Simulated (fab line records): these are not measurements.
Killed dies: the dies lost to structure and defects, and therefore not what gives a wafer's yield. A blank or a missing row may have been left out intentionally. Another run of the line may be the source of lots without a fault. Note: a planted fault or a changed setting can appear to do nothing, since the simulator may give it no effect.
fab line records	flow nand_harc
[record] lots = 15	wafers = 43	last_day = 24
route steps=1159 shown A_WL_FILL@832 A_CONTACT@849 END@1159
lots that met no fault: from a run of the same line without faults
start_h: the number of hours between the record's first day and the start of the first shown wafer of the lot	wait_h: hours from the lot's prior step to this one	" the same as in the row above	L1.1+2: a single row standing in for several wafers	- no value, or no start was given	* or withheld: withheld	< > ~ a bound
route shown NAME@n: names a module that has steps shown in the file, with the first one's number in the route	usual: mean/standard deviation of fault-free wafers	same: alike in all rows	chamber/n: place in a boat	sites: per-site readings	_std_site: the values' standard deviation	_edge_site: the outer-site mean with the inner-site mean subtracted	radius_mm: for every site, how far away it sits from the centre of the wafer	mask NAME#n: copy n	behind: the most recent tool/chamber to have shaped the wafer	hold: why the lot went on hold/how many hours it stayed there/how the hold came to an end	device: transistor that didn't switch, given as n, p or np	end of line: at the end of the route, the tests of the same wafers	step lacking rows: just its recipe	killed: dies lost to structure and defects at the first sort, not the wafer's yield	map: per-die view of a wafer (x killed, . not killed, _ where there is no die)
set.NAME: the setting the step ran with; set.NAME@STEP: the setting that earlier step ran with	model.NAME: the simulator's own value behind a step, which no gauge read
steps of the route over a sample of lots; a table a step, a row a wafer
services: the hour from which a tool's chamber was out of use, counted from the record's first day as start_h (under 0 if before that day), plus the number of hours and why
[[steps]]
[step NHARC_A_WL_FILL_ALD_19]
[recipe] target_thk_a = 20	pulse_time_s = 3	ald_cycles = 100	temp_c = 450	material = TiN
[usual] heater_power_w = 1036/88	precursor_pulse_height_rel = 0.999/0.019
[same] pulse_time_s = 3
lot.wafer	tool	chamber	start_h	wait_h	heater_power_w	precursor_pulse_height_rel
L251.3	ald_metal-01	1	373.04	0.1	943	1.002
L251.5	"	1	"	"	925	0.975
L251.6	"	2	"	"	963	0.965
L252.2	ald_metal-03	1	373.04	0.1	1120	0.962
L252.1	"	2	"	"	1066	1.004
L252.4	"	0	"	"	997	1.021
L250.1	ald_metal-04	2	373.16	0.2	938	1.003
L250.5	"	1	"	"	1046	0.999
L250.6	"	2	"	"	947	0.973
L256.1	ald_metal-04	2	382.92	0.1	966	1.001
L256.2	"	3	"	"	1176	1.015
L256.4	"	1	"	"	1031	0.977
L255.3	ald_metal-03	0	414.28	0.1	986	0.978
L255.5	"	0	"	"	977	1.008
L255.6	"	1	"	"	1123	1.007
L259.4	ald_metal-04	2	428.17	0.1	921	1.010
L259.1	"	0	"	"	1139	1.001
L262.1	ald_metal-01	1	435.04	0.1	928	0.995
L262.5	"	1	"	"	937	0.991
L262.6	"	2	"	"	957	0.997
L264.4	ald_metal-04	3	435.13	0.2	1124	1.004
L264.5	"	0	"	"	1182	1.008
L266.4	ald_metal-04	1	441.76	0.1	1069	0.989
L266.1	"	2	"	"	930	0.968
L266.3	"	0	"	"	1143	1.007
L263.3	ald_metal-03	2	444.88	0.1	1035	0.959
L263.1	"	0	"	"	1012	1.012
L263.6	"	3	"	"	907	0.996
L267.1	ald_metal-04	3	462.08	0.1	1103	0.983
L267.2	"	0	"	"	1108	0.987
L267.5	"	3	"	"	1109	1.023
L271.1	ald_metal-04	0	479.70	0.1	1139	0.974
L271.2	"	3	"	"	1142	0.941
L271.6	"	1	"	"	1052	1.004
L269.1	ald_metal-03	0	479.70	0.1	1013	0.971
L269.2	"	1	"	"	1138	0.992
L269.4	"	2	"	"	1010	1.015
L270.4	ald_metal-01	3	479.70	0.1	1052	1.016
L270.3	"	1	"	"	968	0.990
L270.6	"	0	"	"	1050	1.032
L272.2	ald_metal-03	0	497.44	0.1	1005	1.006
L272.4	"	1	"	"	1169	1.000
L272.1	"	2	"	"	1057	1.019
[step NHARC_A_WL_FILL_INSPECT_15]
[usual] raw_defect_count = 399/120
lot.wafer	tool	chamber	start_h	wait_h	raw_defect_count
L251.3	defect_inspect-02	-	384.04	0.0	275
L251.5	"	-	"	"	346
L251.6	"	-	"	"	387
L252.1	defect_inspect-01	-	384.11	0.0	408
L252.2	"	-	"	"	586
L252.4	"	-	"	"	591
L250.1	defect_inspect-02	-	388.38	0.0	250
L250.5	"	-	"	"	381
L250.6	"	-	"	"	366
L256.1	defect_inspect-02	-	409.53	0.0	436
L256.2	"	-	"	"	359
L256.4	"	-	"	"	429
L255.3	defect_inspect-01	-	425.21	0.0	335
L255.5	"	-	"	"	320
L255.6	"	-	"	"	420
L259.1	defect_inspect-02	-	433.88	0.0	457
L259.4	"	-	"	"	435
L262.1	defect_inspect-01	-	443.59	0.0	583
L262.5	"	-	"	"	382
L262.6	"	-	"	"	437
L264.4	defect_inspect-02	-	443.94	0.0	414
L264.5	"	-	"	"	284
L266.1	defect_inspect-02	-	453.57	0.0	372
L266.3	"	-	"	"	355
L266.4	"	-	"	"	482
L263.1	defect_inspect-01	-	455.31	0.0	515
L263.3	"	-	"	"	485
L263.6	"	-	"	"	371
L267.1	defect_inspect-01	-	468.17	0.0	434
L267.2	"	-	"	"	580
L267.5	"	-	"	"	422
L271.1	defect_inspect-02	-	489.68	0.0	430
L271.2	"	-	"	"	314
L271.6	"	-	"	"	306
L269.1	defect_inspect-01	-	494.02	0.0	295
L269.2	"	-	"	"	293
L269.4	"	-	"	"	261
L270.3	defect_inspect-01	-	496.83	0.0	405
L270.4	"	-	"	"	574
L270.6	"	-	"	"	530
L272.1	defect_inspect-01	-	504.65	0.0	769
L272.2	"	-	"	"	753
L272.4	"	-	"	"	452
[step NHARC_A_CONTACT_SOFTBAKE_37]
[recipe] temp_c = 105	time_s = 55
[usual] heater_power_total_W = 188.45/0.13
lot.wafer	tool	chamber	start_h	wait_h	heater_power_total_W
L251.3	litho_track-01	0	387	-	188.67
L251.5	"	0	"	"	188.44
L251.6	"	0	"	"	188.54
L252.1	litho_track-06	0	387	-	188.47
L252.2	"	0	"	"	188.61
L252.4	"	0	"	"	188.59
L250.1	litho_track-06	0	392	-	188.27
L250.5	"	0	"	"	188.62
L250.6	"	0	"	"	188.33
L256.1	litho_track-04	0	415	-	188.45
L256.2	"	0	"	"	188.48
L256.4	"	0	"	"	188.59
L255.3	litho_track-04	0	428	-	188.31
L255.5	"	0	"	"	188.32
L255.6	"	0	"	"	188.46
L259.1	litho_track-04	0	437	-	188.35
L259.4	"	0	"	"	195.80
L262.1	litho_track-04	0	447	-	188.47
L262.5	"	0	"	"	195.67
L262.6	"	0	"	"	188.51
L264.4	litho_track-04	0	448	-	195.96
L264.5	"	0	"	"	195.62
L266.1	litho_track-01	0	456	-	188.36
L266.3	"	0	"	"	188.51
L266.4	"	0	"	"	188.42
L263.1	litho_track-01	0	459	-	188.31
L263.3	"	0	"	"	188.52
L263.6	"	0	"	"	188.82
L267.1	litho_track-06	0	476	-	188.41
L267.2	"	0	"	"	188.30
L267.5	"	0	"	"	188.37
L271.1	litho_track-01	0	493	-	188.64
L271.2	"	0	"	"	188.50
L271.6	"	0	"	"	188.37
L269.1	litho_track-01	0	498	-	188.35
L269.2	"	0	"	"	188.28
L269.4	"	0	"	"	188.25
L270.3	litho_track-01	0	501	-	188.63
L270.4	"	0	"	"	188.37
L270.6	"	0	"	"	188.41
L272.1	litho_track-06	0	509	-	188.53
L272.2	"	0	"	"	188.48
L272.4	"	0	"	"	188.28
[step NHARC_A_CONTACT_OVL_MEAS_43]
[usual] overlay_x_nm = 0.1/0.83	overlay_y_nm = 0.0/0.93
lot.wafer	tool	chamber	start_h	wait_h	overlay_x_nm	overlay_y_nm
L251.3	overlay-02	-	387.74	-	0.4	1.0
L251.5	"	-	"	"	0.3	1.0
L251.6	"	-	"	"	0.3	2.3
L252.1	overlay-01	-	387.90	-	0.8	-0.3
L252.2	"	-	"	"	0.4	0.3
L252.4	"	-	"	"	0.6	0.3
L250.1	overlay-01	-	392.73	-	0.4	-0.8
L250.5	"	-	"	"	0.8	-1.1
L250.6	"	-	"	"	0.5	-0.4
L256.1	overlay-02	-	416.04	-	1.0	0.2
L256.2	"	-	"	"	1.0	0.0
L256.4	"	-	"	"	0.8	0.3
L255.3	overlay-01	-	429.06	-	-0.4	0.0
L255.5	"	-	"	"	0.2	-0.5
L255.6	"	-	"	"	-0.2	-0.3
L259.1	overlay-02	-	437.63	-	1.2	1.7
L259.4	"	-	"	"	1.1	1.5
L262.1	overlay-01	-	448.16	-	-1.4	-0.8
L262.5	"	-	"	"	-1.2	-0.9
L262.6	"	-	"	"	-1.6	-1.3
L264.4	overlay-02	-	448.95	-	-1.1	0.6
L264.5	"	-	"	"	-0.7	1.2
L266.1	overlay-01	-	457.15	-	0.7	0.4
L266.3	"	-	"	"	0.2	0.8
L266.4	"	-	"	"	0.7	0.4
L263.1	overlay-02	-	460.25	-	-0.8	1.4
L263.3	"	-	"	"	-0.2	1.3
L263.6	"	-	"	"	-0.8	1.1
L267.1	overlay-02	-	476.76	-	0.8	0.5
L267.2	"	-	"	"	0.8	0.2
L267.5	"	-	"	"	1.0	0.6
L271.1	overlay-01	-	493.56	-	0.2	-0.5
L271.2	"	-	"	"	0.0	0.3
L271.6	"	-	"	"	0.2	0.2
L269.1	overlay-02	-	499.47	-	0.4	-1.0
L269.2	"	-	"	"	0.6	-1.4
L269.4	"	-	"	"	0.5	-1.0
L270.3	overlay-01	-	501.41	-	-0.2	-0.1
L270.4	"	-	"	"	-0.1	0.0
L270.6	"	-	"	"	0.1	0.5
L272.1	overlay-01	-	509.59	-	-1.1	-0.3
L272.2	"	-	"	"	-1.2	-0.6
L272.4	"	-	"	"	-1.1	-0.4
[step NHARC_END_SORT_01]
[recipe] temp_c = 25
[usual] killed_at_array = 28/10	killed_at_other = 0.5/0.82	killed_at_periphery = 3.4/2.2	killed_dies = 31/10	killed_open = 3.4/1.9	killed_short = 1.9/1.3
[same] gross_dies = 677
lot.wafer	tool	chamber	start_h	wait_h	killed_at_array	killed_at_other	killed_at_periphery	killed_dies	killed_open	killed_short
L251.3	prober-02	0	467.87	3.1	17	1	8	26	2	0
L251.5	prober-02	0	469.45	3.7	21	0	9	30	3	0
L251.6	prober-02	0	470.24	4.0	23	0	9	32	5	1
L252.1	prober-01	0	472.75	2.5	15	0	4	19	2	3
L252.2	prober-01	0	473.55	2.8	23	0	3	26	3	1
L252.4	prober-01	0	475.15	3.4	14	1	4	19	2	3
L250.1	prober-02	0	473.99	2.5	16	0	6	22	4	2
L250.5	prober-02	0	477.21	3.7	25	0	6	31	6	3
L250.6	prober-02	0	478.01	4.0	24	0	3	27	3	2
L256.1	prober-02	0	486.66	2.5	22	2	2	26	4	2
L256.2	prober-02	0	487.47	2.8	26	1	3	30	6	2
L256.4	prober-02	0	489.09	3.4	23	1	1	25	2	4
L255.3	prober-02	0	501.09	3.1	18	0	4	22	4	2
L255.5	prober-02	0	502.68	3.7	18	0	0	18	5	1
L255.6	prober-02	0	503.48	4.0	11	0	2	13	3	3
L259.1	prober-02	0	507.63	2.5	20	0	7	27	0	2
L259.4	prober-02	0	510.00	3.4	27	0	8	35	6	1
L262.1	prober-01	0	515.40	2.5	17	0	4	21	3	1
L262.5	prober-01	0	518.63	3.7	31	0	5	36	0	2
L262.6	prober-01	0	519.44	4.0	24	1	4	29	4	2
L267.1	prober-01	0	545.57	2.5	48	0	4	52	3	2
L267.2	prober-01	0	546.38	2.8	44	0	2	46	2	1
L267.5	prober-01	0	548.79	3.7	48	0	1	49	1	4
L266.1	prober-02	0	547.43	2.5	34	0	2	36	7	1
L266.3	prober-02	0	549.02	3.1	37	0	8	45	5	3
L266.4	prober-02	0	549.81	3.4	37	0	2	39	4	5
L263.1	prober-01	0	553.40	2.5	35	3	1	39	3	1
L263.3	prober-01	0	555.03	3.1	41	1	2	44	6	0
L263.6	prober-01	0	557.47	4.1	39	3	1	43	1	2
L271.1	prober-02	0	562.94	2.5	31	0	3	34	4	0
L271.2	prober-02	0	563.74	2.8	34	3	1	38	3	5
L271.6	prober-02	0	566.94	4.0	22	0	6	28	6	4
L269.1	prober-01	0	569.14	2.5	45	0	3	48	4	1
L269.2	prober-01	0	569.94	2.8	32	0	1	33	0	1
L269.4	prober-01	0	571.55	3.4	31	0	4	35	3	1
L270.3	prober-02	0	574.74	3.1	50	1	2	53	3	2
L270.4	prober-02	0	575.55	3.4	33	3	3	39	2	3
L270.6	prober-02	0	577.16	4.0	57	2	2	61	5	1
L272.1	prober-01	0	576.97	2.5	28	2	5	35	6	3
L272.2	prober-01	0	577.78	2.8	46	0	1	47	2	3
L272.4	prober-01	0	579.38	3.4	39	2	3	44	5	1
// killed by level:class
L251.3 A_CHANNEL_HOLE_D1:chamber_film_flake=7 P_STI:chamber_film_flake=5 A_STAIRCASE:chamber_film_flake=4 P_CONTACT:chamber_film_flake=2 A_SLIT:chamber_film_flake=2 A_CONTACT:chamber_film_flake=2 A_SOURCE_PLATE:geometric_particle:open=1 A_M1:geometric_particle:open=1
L251.5 A_CHANNEL_HOLE_D1:chamber_film_flake=7 P_STI:chamber_film_flake=5 A_STAIRCASE:chamber_film_flake=5 A_ZERO_WELL:chamber_film_flake=3 P_GATE:chamber_film_flake=2 A_SLIT:chamber_film_flake=2 A_CONTACT:chamber_film_flake=2 P_M0:geometric_particle:open=1
L251.6 A_CHANNEL_HOLE_D1:chamber_film_flake=13 P_STI:chamber_film_flake=4 A_STAIRCASE:chamber_film_flake=3 A_CONTACT:geometric_particle:open=2 P_CONTACT:chamber_film_flake=2 A_CONTACT:chamber_film_flake=2 P_CONTACT:geometric_particle:open=1 P_M0:geometric_particle:open=1
L252.1 A_CONTACT:chamber_film_flake=6 P_CONTACT:chamber_film_flake=4 A_CHANNEL_HOLE_D1:chamber_film_flake=3 A_WL_FILL:geometric_particle:short=2 A_WL_FILL:geometric_particle:open=1 A_CONTACT:geometric_particle:short=1 A_BLC:geometric_particle:open=1 A_STAIRCASE:chamber_film_flake=1
L252.2 A_CONTACT:chamber_film_flake=5 P_CONTACT:chamber_film_flake=3 A_CHANNEL_FILL_D1:chamber_film_flake=3 A_SLIT:chamber_film_flake=3 A_WL_FILL:chamber_film_flake=3 A_ZERO_WELL:chamber_film_flake=2 A_CHANNEL_HOLE_D1:chamber_film_flake=2 A_ONON_D1:geometric_particle:open=1
L250.1 A_CHANNEL_HOLE_D1:chamber_film_flake=11 P_M0:geometric_particle:open=2 P_GATE:geometric_particle:open=1 P_M0:geometric_particle:short=1 A_CHANNEL_FILL_D1:geometric_particle:short=1 A_M0:geometric_particle:open=1 P_STI:chamber_film_flake=1 P_GATE:chamber_film_flake=1
L252.4 A_CHANNEL_HOLE_D1:chamber_film_flake=3 A_CONTACT:chamber_film_flake=3 P_CONTACT:chamber_film_flake=2 A_CHANNEL_FILL_D1:chamber_film_flake=2 P_CONTACT:geometric_particle:open=1 A_ONON_D1:geometric_particle:short=1 A_CHANNEL_FILL_D1:geometric_particle:short=1 A_CHANNEL_FILL_D1:geometric_particle:open=1
L250.5 A_CHANNEL_HOLE_D1:chamber_film_flake=13 A_ONON_D1:geometric_particle:open=2 A_CHANNEL_HOLE_D1:geometric_particle:short=2 A_M0:geometric_particle:open=2 P_BONDPAD:chamber_film_flake=2 A_WL_FILL:chamber_film_flake=2 P_CONTACT:geometric_particle:open=1 P_M0:geometric_particle:open=1
L250.6 A_CHANNEL_HOLE_D1:chamber_film_flake=14 A_STAIRCASE:chamber_film_flake=2 A_CONTACT:chamber_film_flake=2 P_GATE:geometric_particle:open=1 P_CONTACT:geometric_particle:open=1 A_CHANNEL_FILL_D1:geometric_particle:open=1 A_CHANNEL_FILL_D1:geometric_particle:short=1 A_CONTACT:geometric_particle:short=1
L256.1 A_CHANNEL_HOLE_D1:chamber_film_flake=11 A_CHANNEL_FILL_D1:chamber_film_flake=2 A_STAIRCASE:chamber_film_flake=2 A_CONTACT:chamber_film_flake=2 THIN_TSV:chamber_film_flake=2 P_M0:geometric_particle:open=1 P_M1:geometric_particle:open=1 A_ONON_D1:geometric_particle:open=1
L256.2 A_CHANNEL_HOLE_D1:chamber_film_flake=11 A_CONTACT:chamber_film_flake=5 A_CONTACT:geometric_particle:open=2 A_CHANNEL_FILL_D1:chamber_film_flake=2 P_GATE:geometric_particle:open=1 P_M0:geometric_particle:open=1 P_M1:geometric_particle:short=1 A_ONON_D1:geometric_particle:short=1
L256.4 A_CHANNEL_HOLE_D1:chamber_film_flake=11 A_ONON_D1:geometric_particle:short=3 A_CHANNEL_FILL_D1:chamber_film_flake=3 A_CONTACT:chamber_film_flake=2 P_STI:geometric_particle:short=1 A_CHANNEL_HOLE_D1:geometric_particle:open=1 A_M0:geometric_particle:open=1 A_STAIRCASE:chamber_film_flake=1
L255.3 A_CONTACT:chamber_film_flake=4 A_M1:chamber_film_flake=4 A_CHANNEL_HOLE_D1:chamber_film_flake=3 A_M0:geometric_particle:open=2 P_STI:chamber_film_flake=2 A_STAIRCASE:chamber_film_flake=2 P_M0:geometric_particle:open=1 A_ONON_D1:geometric_particle:short=1
L255.5 A_STAIRCASE:chamber_film_flake=5 A_CONTACT:chamber_film_flake=3 A_BLC:geometric_particle:open=2 A_M1:geometric_particle:open=2 A_CHANNEL_HOLE_D1:chamber_film_flake=2 A_M1:chamber_film_flake=2 A_CHANNEL_FILL_D1:geometric_particle:open=1 A_SGD_CUT:geometric_particle:short=1
L255.6 A_STAIRCASE:chamber_film_flake=3 A_CONTACT:chamber_film_flake=2 P_M1:geometric_particle:open=1 A_SOURCE_PLATE:geometric_particle:open=1 A_CHANNEL_FILL_D1:geometric_particle:short=1 A_WL_FILL:geometric_particle:short=1 A_WL_FILL:geometric_particle:open=1 A_CONTACT:geometric_particle:short=1
L259.1 A_CHANNEL_HOLE_D1:chamber_film_flake=15 P_STI:chamber_film_flake=3 A_CONTACT:chamber_film_flake=3 P_ZERO_WELL:chamber_film_flake=2 P_M0:geometric_particle:short=1 A_WL_FILL:geometric_particle:short=1 P_M0:chamber_film_flake=1 A_SLIT:chamber_film_flake=1
L259.4 A_CHANNEL_HOLE_D1:chamber_film_flake=14 P_STI:chamber_film_flake=4 A_STAIRCASE:chamber_film_flake=3 A_SLIT:chamber_film_flake=3 A_CONTACT:geometric_particle:open=2 P_GATE:geometric_particle:open=1 P_M0:geometric_particle:open=1 A_CHANNEL_FILL_D1:geometric_particle:short=1
L262.1 A_SLIT:chamber_film_flake=8 A_CONTACT:chamber_film_flake=3 A_CHANNEL_HOLE_D1:chamber_film_flake=2 A_STAIRCASE:chamber_film_flake=2 P_M0:geometric_particle:open=1 P_M2:geometric_particle:short=1 A_ONON_D1:geometric_particle:open=1 A_CHANNEL_HOLE_D1:geometric_particle:open=1
L262.5 A_SLIT:chamber_film_flake=18 P_CONTACT:chamber_film_flake=4 A_CHANNEL_HOLE_D1:chamber_film_flake=4 A_STAIRCASE:chamber_film_flake=4 A_CONTACT:chamber_film_flake=3 A_CHANNEL_FILL_D1:geometric_particle:short=1 A_SGD_CUT:geometric_particle:short=1 P_STI:chamber_film_flake=1
L262.6 A_STAIRCASE:chamber_film_flake=6 A_SLIT:chamber_film_flake=6 A_CHANNEL_HOLE_D1:chamber_film_flake=5 P_CONTACT:chamber_film_flake=3 A_M0:geometric_particle:open=2 A_CONTACT:chamber_film_flake=2 A_ONON_D1:geometric_particle:open=1 A_SGD_CUT:geometric_particle:short=1
L267.1 A_CHANNEL_HOLE_D1:chamber_film_flake=24 A_SLIT:chamber_film_flake=12 A_STAIRCASE:chamber_film_flake=5 A_CONTACT:chamber_film_flake=3 P_M0:geometric_particle:open=1 P_M2:geometric_particle:open=1 A_WL_FILL:geometric_particle:short=1 A_M1:geometric_particle:short=1
L267.2 A_SLIT:chamber_film_flake=18 A_CHANNEL_HOLE_D1:chamber_film_flake=16 A_STAIRCASE:chamber_film_flake=4 A_CONTACT:chamber_film_flake=2 A_ONON_D1:geometric_particle:open=1 A_ONON_D1:geometric_particle:short=1 A_CONTACT:geometric_particle:open=1 P_ZERO_WELL:chamber_film_flake=1
L266.1 A_SLIT:chamber_film_flake=12 A_STAIRCASE:chamber_film_flake=7 A_CHANNEL_HOLE_D1:chamber_film_flake=4 A_CONTACT:chamber_film_flake=3 A_ONON_D1:geometric_particle:open=2 P_M0:geometric_particle:open=1 A_SOURCE_PLATE:geometric_particle:open=1 A_ONON_D1:geometric_particle:short=1
L267.5 A_CHANNEL_HOLE_D1:chamber_film_flake=24 A_SLIT:chamber_film_flake=11 A_STAIRCASE:chamber_film_flake=5 A_CONTACT:geometric_particle:short=2 A_ONON_D1:geometric_particle:short=1 A_M0:geometric_particle:short=1 A_M0:geometric_particle:open=1 P_STI:chamber_film_flake=1
L266.3 A_SLIT:chamber_film_flake=14 A_CONTACT:chamber_film_flake=10 A_CHANNEL_HOLE_D1:chamber_film_flake=6 P_STI:chamber_film_flake=3 P_M0:chamber_film_flake=3 A_CONTACT:geometric_particle:open=2 P_CONTACT:geometric_particle:short=1 A_ONON_D1:geometric_particle:short=1
L266.4 A_SLIT:chamber_film_flake=15 A_CHANNEL_HOLE_D1:chamber_film_flake=4 A_STAIRCASE:chamber_film_flake=4 A_BLC:chamber_film_flake=4 A_CONTACT:geometric_particle:short=2 A_CONTACT:chamber_film_flake=2 P_GATE:geometric_particle:short=1 A_ONON_D1:geometric_particle:short=1
L263.1 A_CHANNEL_HOLE_D1:chamber_film_flake=16 A_SLIT:chamber_film_flake=7 A_STAIRCASE:chamber_film_flake=6 THIN_TSV:chamber_film_flake=3 A_SOURCE_PLATE:geometric_particle:open=2 A_WL_FILL:geometric_particle:short=1 A_M0:geometric_particle:open=1 P_GATE:chamber_film_flake=1
L263.3 A_CHANNEL_HOLE_D1:chamber_film_flake=19 A_SLIT:chamber_film_flake=9 A_CONTACT:chamber_film_flake=4 A_STAIRCASE:chamber_film_flake=3 A_CONTACT:geometric_particle:open=2 A_CHANNEL_HOLE_D1:geometric_particle:open=1 A_SGD_CUT:geometric_particle:open=1 A_SLIT:geometric_particle:open=1
L263.6 A_SLIT:chamber_film_flake=15 A_CHANNEL_HOLE_D1:chamber_film_flake=10 A_STAIRCASE:chamber_film_flake=7 A_CONTACT:chamber_film_flake=4 THIN_TSV:chamber_film_flake=3 A_ONON_D1:geometric_particle:open=1 A_SGD_CUT:geometric_particle:short=1 A_CONTACT:geometric_particle:short=1
L271.1 A_SLIT:chamber_film_flake=21 A_CHANNEL_HOLE_D1:chamber_film_flake=4 A_CONTACT:geometric_particle:open=3 P_ZERO_WELL:chamber_film_flake=2 A_WL_FILL:chamber_film_flake=2 A_M0:geometric_particle:open=1 P_GATE:chamber_film_flake=1
L271.2 A_SLIT:chamber_film_flake=12 A_CHANNEL_HOLE_D1:chamber_film_flake=8 A_WL_FILL:geometric_particle:short=3 THIN_TSV:chamber_film_flake=3 A_M0:geometric_particle:open=2 A_STAIRCASE:chamber_film_flake=2 A_WL_FILL:chamber_film_flake=2 A_CONTACT:chamber_film_flake=2
L271.6 A_SLIT:chamber_film_flake=7 A_CHANNEL_HOLE_D1:chamber_film_flake=6 P_GATE:chamber_film_flake=3 A_ONON_D1:geometric_particle:open=2 A_STAIRCASE:chamber_film_flake=2 P_GATE:geometric_particle:short=1 P_GATE:geometric_particle:open=1 P_M0:geometric_particle:open=1
L269.1 A_CHANNEL_HOLE_D1:chamber_film_flake=21 A_STAIRCASE:chamber_film_flake=7 A_CONTACT:chamber_film_flake=7 A_M0:chamber_film_flake=5 A_WL_FILL:chamber_film_flake=2 P_GATE:geometric_particle:open=1 P_CONTACT:geometric_particle:short=1 P_BONDPAD:geometric_particle:open=1
L269.2 A_CHANNEL_HOLE_D1:chamber_film_flake=18 A_STAIRCASE:chamber_film_flake=5 A_CONTACT:chamber_film_flake=4 A_WL_FILL:chamber_film_flake=3 A_BLC:geometric_particle:short=1 P_GATE:chamber_film_flake=1 A_M0:chamber_film_flake=1
L269.4 A_CHANNEL_HOLE_D1:chamber_film_flake=12 A_STAIRCASE:chamber_film_flake=7 A_CONTACT:chamber_film_flake=4 A_M0:chamber_film_flake=3 A_SLIT:chamber_film_flake=2 A_WL_FILL:chamber_film_flake=2 P_GATE:geometric_particle:open=1 P_CONTACT:geometric_particle:short=1
L270.3 A_CHANNEL_HOLE_D1:chamber_film_flake=23 A_SLIT:chamber_film_flake=20 A_CONTACT:chamber_film_flake=3 P_CONTACT:geometric_particle:open=1 P_M2:geometric_particle:short=1 A_ONON_D1:geometric_particle:open=1 A_M0:geometric_particle:open=1 A_M1:geometric_particle:short=1
L270.4 A_CHANNEL_HOLE_D1:chamber_film_flake=16 A_SLIT:chamber_film_flake=8 A_CONTACT:chamber_film_flake=4 THIN_TSV:chamber_film_flake=3 A_STAIRCASE:chamber_film_flake=2 P_GATE:geometric_particle:open=1 P_CONTACT:geometric_particle:open=1 P_CONTACT:geometric_particle:short=1
L272.1 A_SLIT:chamber_film_flake=11 A_CONTACT:chamber_film_flake=8 A_CONTACT:geometric_particle:open=3 P_GATE:chamber_film_flake=3 A_ONON_D1:geometric_particle:short=2 THIN_TSV:chamber_film_flake=2 P_GATE:geometric_particle:open=1 P_CONTACT:geometric_particle:open=1
L270.6 A_CHANNEL_HOLE_D1:chamber_film_flake=24 A_SLIT:chamber_film_flake=22 A_CONTACT:chamber_film_flake=4 A_WL_FILL:geometric_particle:open=2 THIN_TSV:chamber_film_flake=2 P_GATE:geometric_particle:open=1 P_CONTACT:geometric_particle:open=1 A_CHANNEL_FILL_D1:geometric_particle:open=1
L272.2 A_SLIT:chamber_film_flake=26 A_CHANNEL_HOLE_D1:chamber_film_flake=7 A_CONTACT:chamber_film_flake=5 A_CHANNEL_FILL_D1:geometric_particle:short=2 A_STAIRCASE:chamber_film_flake=2 A_ONON_D1:geometric_particle:open=1 A_CHANNEL_FILL_D1:geometric_particle:open=1 A_M1:geometric_particle:short=1
L272.4 A_SLIT:chamber_film_flake=20 A_CHANNEL_HOLE_D1:chamber_film_flake=10 A_CONTACT:chamber_film_flake=6 P_GATE:geometric_particle:open=1 P_CONTACT:geometric_particle:open=1 A_CHANNEL_HOLE_D1:geometric_particle:open=1 A_SGD_CUT:geometric_particle:open=1 A_SLIT:geometric_particle:short=1
[[services]]
tool	chamber	start_h	hours	kind
ald_metal-01	2	382.92	3.1	repair
ald_metal-04	-	406.00	10.0	pm
ald_metal-04	0	406.00	10.0	vent_cycle
ald_metal-04	1	406.00	10.0	vent_cycle
ald_metal-04	2	406.00	10.0	vent_cycle
ald_metal-04	3	406.00	10.0	vent_cycle
ald_metal-04	0	416.00	-	clean
ald_metal-04	1	416.00	-	clean
ald_metal-04	2	416.00	-	clean
ald_metal-04	3	416.00	-	clean
litho_track-01	-	443.00	7.0	pm
ald_metal-01	-	458.00	10.0	pm
ald_metal-01	0	458.00	10.0	vent_cycle
ald_metal-01	1	458.00	10.0	vent_cycle
ald_metal-01	2	458.00	10.0	vent_cycle
ald_metal-01	3	458.00	10.0	vent_cycle
ald_metal-04	-	476.78	0.4	repair
ald_metal-01	2	485.85	35.8	repair
litho_track-04	-	491.00	7.0	pm
ald_metal-03	-	500.00	10.0	pm
ald_metal-03	0	500.00	10.0	vent_cycle
ald_metal-03	1	500.00	10.0	vent_cycle
ald_metal-03	2	500.00	10.0	vent_cycle
ald_metal-03	3	500.00	10.0	vent_cycle
[[key]]
[first_sign] step = NHARC_A_CONTACT_SOFTBAKE_37	reading = heater_power_total_W	direction = up	sigmas = 56	usual = *	struck = *
effect none on later readings
met_at NHARC_A_CONTACT_SOFTBAKE_37
struck_lots L259,L262,L264
struck_wafers L259.4,L262.5,L264.4,L264.5
sort_left_out L264.4,L264.5
tester_left_out L259,L262,L264
not_acting_at NHARC_A_WL_FILL_ALD_19,NHARC_A_WL_FILL_INSPECT_15,NHARC_A_CONTACT_OVL_MEAS_43
onset_between 428 437
[fault] kind = process_parameter_drift	tool = litho_track-04	chamber = -	onset_h = 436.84	steps = NHARC_A_CONTACT_SOFTBAKE_37	channel = time_s	offset = *	shape = step	end_h = 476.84	scope = struck_wafers_only	acts_in = *	stated = *
// tester_left_out: of these lots the tester's yield and bins aren't shown, on N5 and GAA mostly nor the transistor test; their killed dies are dies lost to structure and defects alone, not to doping, threshold or leakage, so they don't give the yield
// sort_left_out: the simulated sort isn't trusted on such a fault, so these wafers' sort isn't shown, and their yield isn't known
